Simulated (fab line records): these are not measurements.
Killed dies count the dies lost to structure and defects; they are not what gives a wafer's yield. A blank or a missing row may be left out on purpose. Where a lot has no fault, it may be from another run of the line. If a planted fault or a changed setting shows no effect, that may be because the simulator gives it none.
fab line records -- flow nandHarc -- part 1 of 2: steps 1 to 4 of 6
[record] lots = 21, wafers = 63, lastDay = 33
route steps=1302 shown A_CHANNEL_HOLE_D2@584 A_CHANNEL_FILL_D2@619 A_STAIRCASE@651
lots with no fault: from the same line, run without faults
startH: hours from the record's first day to the start of the lot's first wafer shown -- waitH: time in hours since the lot's previous step -- " the same as in the row above -- L1.1+2: a row that stands for several wafers -- - no value, or no start given -- * or withheld: withheld -- < > ~ a bound
route shown NAME@n: a module of which the file shows steps, and the number in the route of the first -- usual: mean/standard deviation of fault-free wafers -- same: alike in all rows -- chamber/n: place in a boat -- sites: readings site by site -- _std_site: the values' standard deviation -- _edge_site: inner sites' mean taken away from outer sites' mean -- radiusMm: how far each site lies from the wafer's centre -- mask NAME#n: copy n -- behind: the last tool/chamber to shape the wafer -- hold: cause of the lot's hold/its duration in hours/its outcome -- device: the n, p or np transistor that did not switch -- end of line: the route-end tests of the same wafers -- a step without rows: its recipe alone -- killed: not the wafer's yield, but the dies lost to structure and defects at the first sort -- map: a wafer's dies, x killed, . not, _ none there
set.NAME: the setting the step ran with; set.NAME@STEP: the setting that earlier step ran with -- model.NAME: the simulator's own value behind a step, which no gauge read
one table for each step of the route and one row for each wafer, over a sample of lots
services: from which hour (startH, from the record's first day; less than 0 if before it) a tool's chamber was out of use, for how many hours, and why
[[steps]]
[step NHARC_A_CHANNEL_HOLE_D2_INSPECT_12]
[usual] rawDefectCount = 28/23
lot.wafer,tool,chamber,startH,waitH,rawDefectCount
L074.3,defectInspect-01,-,296.62,0.0,9
L074.4,defectInspect-01,-,296.62,0.0,5
L074.5,defectInspect-01,-,296.62,0.0,4
L075.3,defectInspect-01,-,296.77,0.0,47
L075.4,defectInspect-01,-,296.77,0.0,47
L075.6,defectInspect-01,-,296.77,0.0,47
L076.1,defectInspect-02,-,321.29,0.0,43
L076.2,defectInspect-02,-,321.29,0.0,60
L076.5,defectInspect-02,-,321.29,0.0,51
L078.1,defectInspect-01,-,331.26,0.0,5
L078.3,defectInspect-01,-,331.26,0.0,8
L078.6,defectInspect-01,-,331.26,0.0,6
L077.2,defectInspect-01,-,331.45,0.0,54
L077.3,defectInspect-01,-,331.45,0.0,55
L077.4,defectInspect-01,-,331.45,0.0,55
L079.1,defectInspect-01,-,349.77,0.0,7
L079.3,defectInspect-01,-,349.77,0.0,4
L079.4,defectInspect-01,-,349.77,0.0,4
L080.1,defectInspect-02,-,355.39,0.0,4
L080.2,defectInspect-02,-,355.39,0.0,6
L080.4,defectInspect-02,-,355.39,0.0,11
L081.2,defectInspect-02,-,362.26,0.0,61
L081.3,defectInspect-02,-,362.26,0.0,65
L081.6,defectInspect-02,-,362.26,0.0,64
L083.3,defectInspect-02,-,379.77,0.0,59
L083.4,defectInspect-02,-,379.77,0.0,54
L083.6,defectInspect-02,-,379.77,0.0,61
L082.2,defectInspect-02,-,379.94,0.0,11
L082.3,defectInspect-02,-,379.94,0.0,7
L082.5,defectInspect-02,-,379.94,0.0,10
L085.2,defectInspect-02,-,407.84,0.0,9
L085.5,defectInspect-02,-,407.84,0.0,6
L085.6,defectInspect-02,-,407.84,0.0,15
L086.1,defectInspect-01,-,417.77,0.0,7
L086.2,defectInspect-01,-,417.77,0.0,6
L086.6,defectInspect-01,-,417.77,0.0,8
L087.1,defectInspect-01,-,418.00,0.0,61
L087.4,defectInspect-01,-,418.00,0.0,69
L087.5,defectInspect-01,-,418.00,0.0,60
L088.2,defectInspect-01,-,436.21,0.0,16
L088.3,defectInspect-01,-,436.21,0.0,14
L088.6,defectInspect-01,-,436.21,0.0,15
L089.4,defectInspect-01,-,438.22,0.0,61
L089.5,defectInspect-01,-,438.22,0.0,38
L089.6,defectInspect-01,-,438.22,0.0,46
L091.1,defectInspect-02,-,462.26,0.0,56
L091.5,defectInspect-02,-,462.26,0.0,54
L091.6,defectInspect-02,-,462.26,0.0,40
L090.1,defectInspect-02,-,462.42,0.0,50
L090.3,defectInspect-02,-,462.42,0.0,62
L090.5,defectInspect-02,-,462.42,0.0,66
L093.1,defectInspect-01,-,476.61,0.0,20
L093.2,defectInspect-01,-,476.61,0.0,16
L093.5,defectInspect-01,-,476.61,0.0,19
L092.2,defectInspect-01,-,477.41,0.0,21
L092.5,defectInspect-01,-,477.41,0.0,16
L092.6,defectInspect-01,-,477.41,0.0,19
L094.2,defectInspect-01,-,508.44,0.0,17
L094.5,defectInspect-01,-,508.44,0.0,16
L094.6,defectInspect-01,-,508.44,0.0,21
L096.2,defectInspect-01,-,516.54,0.0,9
L096.4,defectInspect-01,-,516.54,0.0,4
L096.6,defectInspect-01,-,516.54,0.0,4
[step NHARC_A_CHANNEL_FILL_D2_ETCHBACK_19]
[recipe] targetDepthA = 50, timeS = 1.7, hbrFlowSccm = 150, cl2FlowSccm = 50, rfW = 400, icpW = 400, biasW = 100, chemistry = HBr/Cl2
[usual] biasW = 100.0/0.32, chamberPressureMTorr = 15.000/0.014, drypumpMotorCurrentA = 5.8/0.44, oesProductAu = 1.005/0.01, throttleValvePct = 26.406/0.0095
lot.wafer,tool,chamber,startH,waitH,biasW,chamberPressureMTorr,drypumpMotorCurrentA,oesProductAu,rfHoursCounterH,throttleValvePct
L074.3,rieSi-01,3,331.02,0.4,99.4,15.020,5.4,1.005,1.0,26.404
L074.4,rieSi-01,1,331.02,0.4,99.8,14.990,5.4,0.999,0.8,26.408
L074.5,rieSi-01,0,331.02,0.4,99.7,15.007,5.6,1.020,-,26.422
L075.4,rieSi-05,0,331.03,0.4,100.0,15.042,6.1,1.007,0.1,26.411
L075.3,rieSi-05,2,331.03,0.4,100.6,14.998,6.6,0.993,0.1,26.399
L075.6,rieSi-05,3,331.03,0.4,99.7,15.000,5.0,1.000,-,26.393
L076.1,rieSi-06,1,352.03,0.4,99.9,14.969,5.8,0.996,0.5,26.407
L076.2,rieSi-06,2,352.03,0.4,99.9,14.983,6.5,0.991,0.6,26.399
L076.5,rieSi-06,0,352.03,0.4,100.0,15.000,5.7,0.995,-,26.403
L077.3,rieSi-01,0,364.27,0.4,99.6,15.005,5.6,1.017,1.1,26.415
L077.4,rieSi-01,1,364.27,0.4,100.4,15.006,5.4,1.009,1.0,26.399
L077.2,rieSi-01,2,364.27,0.4,100.1,15.000,5.6,0.987,1.2,26.408
L078.1,rieSi-06,0,364.28,0.4,100.4,15.021,5.6,0.995,0.6,26.413
L078.3,rieSi-06,2,364.28,0.4,100.2,14.987,6.5,0.995,0.6,26.412
L078.6,rieSi-06,0,364.28,0.4,100.3,15.000,5.6,0.998,-,26.410
L079.1,rieSi-06,1,381.39,0.4,99.7,14.989,5.8,0.991,0.6,26.416
L079.3,rieSi-06,2,381.39,0.4,100.4,14.981,6.5,1.006,0.7,26.407
L079.4,rieSi-06,3,381.39,0.4,99.8,15.018,5.9,1.004,0.8,26.419
L080.2,rieSi-06,2,387.47,0.4,100.4,15.015,6.5,0.990,0.8,26.405
L080.4,rieSi-06,3,387.47,0.4,100.3,14.975,6.0,0.988,0.8,26.413
L080.1,rieSi-06,1,387.47,0.4,99.7,15.005,5.8,1.005,0.7,26.403
L081.3,rieSi-05,0,398.52,0.4,100.3,14.976,6.1,0.994,0.5,26.402
L081.2,rieSi-05,3,398.52,0.4,100.0,15.000,5.0,1.005,0.5,26.406
L081.6,rieSi-05,1,398.52,0.4,99.9,15.004,6.2,1.010,-,26.406
L083.4,rieSi-06,2,412.75,0.4,100.0,14.983,6.5,0.997,0.9,26.409
L083.3,rieSi-06,3,412.75,0.4,100.0,15.016,5.9,0.999,0.9,26.391
L083.6,rieSi-06,1,412.75,0.4,99.6,15.004,5.7,0.999,-,26.392
L082.2,rieSi-05,2,415.80,0.4,100.3,15.003,6.6,1.008,0.7,26.438
L082.3,rieSi-05,0,415.80,0.4,99.4,15.015,6.1,0.995,0.6,26.393
L082.5,rieSi-05,3,415.80,0.4,100.0,14.992,5.0,0.994,-,26.414
L085.2,rieSi-05,3,438.71,0.4,100.2,15.007,5.0,0.999,0.7,26.396
L085.6,rieSi-05,1,438.71,0.4,99.7,14.989,6.2,1.017,-,26.423
L085.5,rieSi-05,2,438.71,0.4,99.4,15.005,6.5,1.017,-,26.412
L087.4,rieSi-01,1,449.36,0.4,99.8,15.001,5.4,1.002,0.4,26.407
L087.1,rieSi-01,2,449.36,0.4,99.7,15.011,5.6,1.001,0.5,26.409
L087.5,rieSi-01,0,449.36,0.4,100.3,15.002,5.6,1.016,-,26.401
L086.1,rieSi-06,2,449.37,0.4,100.4,14.999,6.5,1.006,0.1,26.399
L086.2,rieSi-06,3,449.37,0.4,100.0,14.998,5.9,1.003,0.1,26.414
L086.6,rieSi-06,1,449.37,0.4,100.0,14.982,5.8,1.033,-,26.412
L088.3,rieSi-06,1,470.00,0.4,99.8,15.009,5.8,1.021,0.2,26.401
L088.2,rieSi-06,3,470.00,0.4,99.5,15.008,5.9,1.001,0.2,26.387
L088.6,rieSi-06,1,470.00,0.4,100.1,15.002,5.8,1.025,-,26.406
L089.4,rieSi-05,2,470.01,0.4,100.0,15.013,6.5,1.011,1.1,26.412
L089.5,rieSi-05,1,470.01,0.4,100.2,15.023,6.2,1.010,-,26.415
L089.6,rieSi-05,2,470.01,0.4,100.0,14.990,6.6,1.020,-,26.405
L090.3,rieSi-05,3,494.47,0.4,99.7,15.033,5.0,0.992,0.0,26.394
L090.1,rieSi-05,2,494.47,0.4,99.7,14.983,6.6,0.989,0.0,26.412
L090.5,rieSi-05,0,494.47,0.4,100.2,15.005,6.1,0.996,-,26.407
L091.1,rieSi-01,0,494.49,0.4,100.6,15.005,5.6,1.022,0.7,26.413
L091.5,rieSi-01,2,494.49,0.4,99.9,14.978,5.6,0.999,-,26.393
L091.6,rieSi-01,3,494.49,0.4,100.1,15.000,5.4,1.020,-,26.394
L093.1,rieSi-01,1,509.96,0.4,100.7,15.010,5.4,0.996,0.8,26.397
L093.2,rieSi-01,2,509.96,0.4,100.1,15.003,5.6,0.996,0.9,26.397
L093.5,rieSi-01,2,509.96,0.4,100.1,14.989,5.6,1.001,-,26.422
L092.2,rieSi-06,1,509.98,0.4,99.8,14.984,5.8,1.020,0.5,26.398
L092.5,rieSi-06,0,509.98,0.4,100.4,14.997,5.7,0.999,-,26.414
L092.6,rieSi-06,1,509.98,0.4,99.7,14.988,5.7,1.030,-,26.393
L094.2,rieSi-05,2,540.42,0.4,99.7,15.013,6.6,1.002,0.2,26.417
L094.5,rieSi-05,0,540.42,0.4,99.8,14.982,6.1,1.008,-,26.402
L094.6,rieSi-05,1,540.42,0.4,100.0,15.006,6.2,0.998,-,26.397
L096.4,rieSi-06,2,547.06,0.4,100.6,14.980,6.5,1.005,0.6,26.406
L096.2,rieSi-06,3,547.06,0.4,100.1,14.983,6.0,0.995,0.6,26.411
L096.6,rieSi-06,2,547.06,0.4,100.2,15.004,6.5,1.003,-,26.401
[step NHARC_A_CHANNEL_FILL_D2_STRIP_29]
[recipe] timeS = 20, o2FlowSccm = 500, arFlowSccm = 0, biasW = 0, chemistry = O2
[usual] chamberPressureMTorr = 60.01/0.047, drypumpMotorCurrentA = 5.9/0.41, oesProductAu = 0.997/0.015, rfVppV = 58.0/0.84, showerheadPlenumPTorr = 3.60/0.13, throttleValvePct = 17.037/0.009
[same] biasW = 0
lot.wafer,tool,chamber,startH,waitH,chamberPressureMTorr,drypumpMotorCurrentA,oesProductAu,rfHoursCounterH,rfVppV,showerheadPlenumPTorr,throttleValvePct
L074.3,rieDiel-03,0,-,-,60.02,5.5,1.020,2,59.5,3.66,17.036
L074.4,rieDiel-03,2,-,-,59.99,6.7,1.004,2,57.2,3.65,17.039
L074.5,rieDiel-03,1,-,-,60.05,5.6,0.984,-,58.4,3.75,17.048
L075.3,rieDiel-09,2,-,-,59.98,5.8,0.994,1,57.5,3.69,17.036
L075.4,rieDiel-09,0,-,-,60.03,5.5,1.000,1,57.6,3.32,17.037
L075.6,rieDiel-09,2,-,-,60.11,5.8,1.001,-,57.8,3.69,17.034
L076.1,rieDiel-03,0,-,-,60.00,5.4,1.018,2,57.4,3.66,17.043
L076.2,rieDiel-03,2,-,-,59.98,6.7,1.020,2,58.3,3.65,17.038
L076.5,rieDiel-03,0,-,-,59.93,5.5,1.020,-,56.9,3.65,17.024
L078.1,rieDiel-03,1,-,-,59.95,5.6,0.988,3,57.5,3.75,17.056
L078.3,rieDiel-03,0,-,-,60.08,5.4,1.034,3,59.9,3.65,17.028
L078.6,rieDiel-03,1,-,-,59.95,5.6,0.994,-,58.0,3.75,17.026
L077.2,rieDiel-09,0,-,-,59.99,5.5,0.997,2,57.7,3.32,17.046
L077.3,rieDiel-09,1,-,-,60.09,5.8,1.000,2,58.7,3.72,17.043
L077.4,rieDiel-09,2,-,-,60.08,5.8,1.013,2,58.9,3.68,17.040
L079.3,rieDiel-09,0,-,-,59.98,5.5,0.993,2,57.3,3.32,17.038
L079.1,rieDiel-09,1,-,-,59.93,5.8,1.007,2,58.9,3.72,17.037
L079.4,rieDiel-09,2,-,-,60.01,5.8,1.013,2,59.5,3.68,17.050
L080.4,rieDiel-03,1,-,-,59.98,5.6,0.993,3,58.3,3.75,17.031
L080.2,rieDiel-03,2,-,-,59.99,6.7,1.000,3,57.5,3.65,17.038
L080.1,rieDiel-03,0,-,-,60.07,5.5,1.010,3,59.6,3.65,17.038
L081.3,rieDiel-03,2,-,-,59.99,6.7,1.002,4,57.8,3.65,17.029
L081.2,rieDiel-03,0,-,-,59.94,5.4,1.011,4,58.2,3.65,17.034
L081.6,rieDiel-03,3,-,-,59.98,5.9,0.996,-,58.1,3.59,17.035
L083.4,rieDiel-09,2,-,-,59.94,5.9,1.016,3,58.7,3.68,17.032
L083.3,rieDiel-09,3,-,-,60.00,6.5,0.986,3,58.4,3.42,17.026
L083.6,rieDiel-09,0,-,-,59.93,5.5,0.995,-,57.0,3.32,17.043
L082.3,rieDiel-05,2,-,-,60.07,6.1,1.008,1,58.5,3.38,17.040
L082.2,rieDiel-05,3,-,-,60.04,5.7,1.010,2,58.5,3.67,17.066
L082.5,rieDiel-05,2,-,-,60.03,6.1,1.014,-,56.9,3.38,17.031
L085.2,rieDiel-03,3,-,-,60.03,5.9,0.990,4,58.8,3.59,17.045
L085.6,rieDiel-03,1,-,-,59.87,5.6,0.982,-,60.1,3.75,17.022
L085.5,rieDiel-03,2,-,-,60.01,6.7,1.010,-,57.7,3.64,17.046
L087.4,rieDiel-09,2,-,-,60.04,5.8,1.009,4,57.9,3.68,17.048
L087.1,rieDiel-09,3,-,-,60.05,6.5,0.975,4,57.6,3.42,17.045
L087.5,rieDiel-09,2,-,-,60.07,5.8,1.020,-,58.9,3.68,17.046
L086.1,rieDiel-05,1,-,-,59.98,6.0,0.975,9,59.5,3.58,17.030
L086.2,rieDiel-05,2,-,-,60.05,6.0,1.016,11,56.9,3.38,17.042
L086.6,rieDiel-05,1,-,-,60.02,6.0,0.984,-,57.6,3.58,17.018
L088.2,rieDiel-03,3,-,-,60.00,5.9,0.998,1,58.5,3.59,17.020
L088.3,rieDiel-03,0,-,-,60.01,5.5,1.010,1,57.7,3.65,17.044
L088.6,rieDiel-03,2,-,-,59.96,6.6,0.979,-,58.3,3.64,17.034
L089.4,rieDiel-05,2,-,-,59.97,6.1,1.005,15,58.0,3.37,17.036
L089.5,rieDiel-05,3,-,-,59.98,5.7,1.011,-,58.4,3.66,17.035
L089.6,rieDiel-05,0,-,-,60.06,5.7,1.005,-,57.9,3.55,17.040
L090.1,rieDiel-03,3,-,-,60.10,5.9,0.999,1,58.3,3.59,17.047
L090.3,rieDiel-03,0,-,-,60.03,5.4,1.011,1,56.9,3.65,17.028
L090.5,rieDiel-03,2,-,-,59.98,6.7,0.987,-,57.9,3.64,17.017
L091.1,rieDiel-05,3,-,-,59.97,5.7,1.004,17,57.2,3.66,17.020
L091.6,rieDiel-05,3,-,-,59.98,5.7,1.006,-,58.4,3.66,17.042
L091.5,rieDiel-05,0,-,-,60.03,5.7,1.002,-,57.8,3.55,17.026
L092.2,rieDiel-09,3,-,-,59.97,6.6,0.991,1,57.3,3.42,17.050
L092.6,rieDiel-09,1,-,-,59.97,5.8,0.976,-,59.2,3.72,17.052
L092.5,rieDiel-09,2,-,-,59.97,5.8,1.038,-,58.3,3.68,17.033
L093.2,rieDiel-03,3,-,-,60.04,5.9,1.006,2,59.0,3.59,17.025
L093.1,rieDiel-03,0,-,-,59.98,5.4,1.006,2,58.9,3.65,17.027
L093.5,rieDiel-03,2,-,-,60.04,6.6,0.992,-,59.1,3.64,17.039
L094.2,rieDiel-03,0,-,-,59.97,5.5,1.015,2,56.6,3.65,17.041
L094.6,rieDiel-03,1,-,-,60.04,5.6,0.981,-,58.7,3.75,17.040
L094.5,rieDiel-03,2,-,-,60.02,6.7,0.983,-,56.9,3.64,17.027
L096.2,rieDiel-03,3,-,-,60.02,5.9,0.991,3,56.9,3.59,17.034
L096.4,rieDiel-03,2,-,-,59.97,6.7,0.985,3,57.9,3.64,17.030
L096.6,rieDiel-03,3,-,-,60.05,5.9,0.985,-,57.8,3.59,17.028
[step NHARC_A_CHANNEL_FILL_D2_CMP_10]
[recipe] targetThkNm = 150
[usual] edgeZonePressureFrac = 1.000/0.0053, motorCurrentA = 12.9/1.3, timeToEndpointS = 16.7/2.1
lot.wafer,tool,chamber,startH,waitH,edgeZonePressureFrac,motorCurrentA,timeToEndpointS
L074.4,cmp-02,1,354.53,0.4,1.000,13.3,19.4
L074.3,cmp-02,2,354.53,0.4,0.990,11.0,18.4
L074.5,cmp-02,0,354.53,0.4,0.996,12.1,20.2
L075.3,cmp-04,3,358.04,0.4,1.002,12.2,14.2
L075.4,cmp-04,2,358.04,0.4,0.993,13.0,15.9
L075.6,cmp-04,0,358.04,0.4,0.995,12.7,18.0
L076.2,cmp-04,0,375.31,0.4,0.989,11.8,18.4
L076.1,cmp-04,1,375.31,0.4,1.007,12.2,13.6
L076.5,cmp-04,3,375.31,0.4,0.984,12.4,17.0
L078.1,cmp-04,3,387.13,0.4,0.997,11.7,18.0
L078.3,cmp-04,2,387.13,0.4,1.000,14.7,17.4
L078.6,cmp-04,3,387.13,0.4,0.997,12.0,17.8
L077.4,cmp-02,0,387.13,0.4,0.989,11.8,18.6
L077.2,cmp-02,1,387.13,0.4,1.005,13.2,16.2
L077.3,cmp-02,3,387.13,0.4,0.993,11.8,15.0
L079.3,cmp-01,3,407.48,0.4,1.004,14.7,21.0
L079.4,cmp-01,1,407.48,0.4,1.003,15.2,17.2
L079.1,cmp-01,2,407.48,0.4,1.011,13.1,21.3
L080.2,cmp-04,2,411.07,0.4,0.996,13.6,19.0
L080.1,cmp-04,3,411.07,0.4,1.009,11.7,17.2
L080.4,cmp-04,0,411.07,0.4,1.001,11.1,18.4
L081.2,cmp-01,2,422.14,0.4,0.998,13.4,15.8
L081.3,cmp-01,3,422.14,0.4,0.999,14.8,16.0
L081.6,cmp-01,0,422.14,0.4,1.003,13.3,16.0
L083.3,cmp-01,0,435.69,0.4,0.994,13.3,14.1
L083.4,cmp-01,3,435.69,0.4,1.001,14.5,16.8
L083.6,cmp-01,0,435.69,0.4,1.005,13.7,15.2
L082.2,cmp-01,3,439.34,0.4,0.997,14.6,15.9
L082.3,cmp-01,0,439.34,0.4,1.001,13.9,15.5
L082.5,cmp-01,3,439.34,0.4,0.999,13.7,16.9
L085.2,cmp-04,3,462.77,0.4,1.002,11.9,16.7
L085.5,cmp-04,2,462.77,0.4,1.000,14.0,15.9
L085.6,cmp-04,3,462.77,0.4,1.002,11.7,17.1
L087.1,cmp-02,3,474.14,0.4,0.998,11.9,13.2
L087.4,cmp-02,1,474.14,0.4,1.006,13.4,15.0
L087.5,cmp-02,0,474.14,0.4,1.001,11.0,18.9
L086.2,cmp-01,1,474.14,0.4,0.994,16.0,19.4
L086.1,cmp-01,2,474.14,0.4,1.011,13.6,18.3
L086.6,cmp-01,1,474.14,0.4,0.991,15.9,19.0
L088.3,cmp-02,3,493.88,0.4,1.005,11.6,16.8
L088.2,cmp-02,1,493.88,0.4,1.009,14.0,15.9
L088.6,cmp-02,3,493.88,0.4,0.998,11.1,13.9
L089.4,cmp-04,3,493.88,0.4,0.997,12.0,17.9
L089.6,cmp-04,3,493.88,0.4,0.998,12.5,17.2
L089.5,cmp-04,0,493.88,0.4,1.004,11.5,16.5
L090.3,cmp-02,1,517.84,0.4,0.998,12.7,16.9
L090.1,cmp-02,0,517.84,0.4,0.997,11.6,19.4
L090.5,cmp-02,1,517.84,0.4,1.000,13.7,17.6
L091.1,cmp-01,2,517.91,0.4,0.997,12.9,15.9
L091.5,cmp-01,3,517.91,0.4,1.001,14.1,17.8
L091.6,cmp-01,0,517.91,0.4,0.999,13.4,13.9
L092.2,cmp-01,3,533.92,0.4,1.001,13.6,17.4
L092.5,cmp-01,2,533.92,0.4,0.994,13.2,15.9
L092.6,cmp-01,3,533.92,0.4,1.002,14.7,18.5
L093.1,cmp-04,3,533.93,0.4,1.005,11.9,16.6
L093.2,cmp-04,0,533.93,0.4,1.009,11.6,16.4
L093.5,cmp-04,1,533.93,0.4,0.989,11.5,13.3
L094.2,cmp-01,1,561.10,0.4,1.012,15.3,14.0
L094.6,cmp-01,2,561.10,0.4,0.994,13.4,14.6
L094.5,cmp-01,3,561.10,0.4,1.003,13.7,16.0
L096.4,cmp-04,1,572.59,0.4,1.002,11.9,14.3
L096.2,cmp-04,2,572.59,0.4,0.998,14.7,20.2
L096.6,cmp-04,3,572.59,0.4,1.004,12.4,22.3
